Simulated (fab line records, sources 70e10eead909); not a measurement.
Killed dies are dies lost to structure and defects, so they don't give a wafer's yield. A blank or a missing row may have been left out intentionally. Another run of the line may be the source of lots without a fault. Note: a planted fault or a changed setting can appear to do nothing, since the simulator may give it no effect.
Matching of chambers | flow nandHarc | NHARC_A_BONDPAD_DEP_00 on pecvd-04 has 3 sister chambers
The step deposits SiCN, target thk 250 nm. 20 wafers are shown with their chamber, then 10 later ones without.

== WAFERS, EACH WITH ITS CHAMBER ==
wafer  | chamber | heaterPowerW (W) | heaterPowerOuterW (W)
L074.3 | 0       | 511              | 281
L074.4 | 0       | 524              | 297
L074.5 | 2       | 593              | 298
L078.1 | 0       | 559              | 302
L078.2 | 2       | 639              | 330
L078.5 | 0       | 568              | 310
L079.1 | 0       | 552              | 311
L079.3 | 2       | 659              | 346
L079.6 | 2       | 680              | 357
L083.1 | 2       | 669              | 350
L083.2 | 1       | 614              | 360
L083.6 | 0       | 542              | 304
L084.1 | 1       | 642              | 395
L084.2 | 2       | 703              | 364
L084.4 | 1       | 637              | 400
L087.1 | 0       | 584              | 331
L087.2 | 2       | 664              | 337
L087.5 | 1       | 560              | 330
L089.1 | 0       | 552              | 298
L089.4 | 1       | 613              | 379

SIGNATURES, as means of the wafers listed above
reading           | chamber 0 | chamber 1 | chamber 2 | scatter within a chamber
heaterPowerW      | 549.00    | 613.20    | 658.14    | 30
heaterPowerOuterW | 304.25    | 372.80    | 340.29    | 21.1
Rule: distance of a wafer from a chamber = root of the sum over the readings of ((wafer's reading minus chamber's mean) / reading's scatter) squared. The wafer belongs to the nearest chamber; if the next one is less than 2 further off, it can't be placed. The scatter: take each reading less its chamber's mean, square it, sum over the shown wafers, divide by the number of wafers less the number of chambers, and take the root.

== WAFERS MISSING THEIR CHAMBER ==
wafer  | heaterPowerW (W) | heaterPowerOuterW (W)
L089.5 | 715              | 373
L091.1 | 501              | 255
L091.5 | 529              | 263
L091.6 | 606              | 369
L095.2 | 633              | 302
L095.3 | 623              | 379
L095.6 | 629              | 387
L094.1 | 666              | 353
L094.2 | 556              | 342
L094.6 | 573              | 305

== EACH ONE'S CHAMBER ==
wafer  | from the rows above          | in truth
L089.5 | can't be placed: 2 or 1      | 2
L091.1 | 0                            | 0
L091.5 | 0                            | 0
L091.6 | can't be placed: 1 or 2      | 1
L095.2 | can't be placed: 2 or 0 or 1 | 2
L095.3 | can't be placed: 1 or 2      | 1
L095.6 | can't be placed: 1 or 2      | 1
L094.1 | can't be placed: 2 or 1      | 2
L094.2 | can't be placed: 0 or 1 or 2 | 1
L094.6 | 0                            | 0
Correct placement for 3 of the 10. Cannot be placed on the basis of these rows: 7; the candidates contain the true chamber in 7. Number placed wrongly: 0.
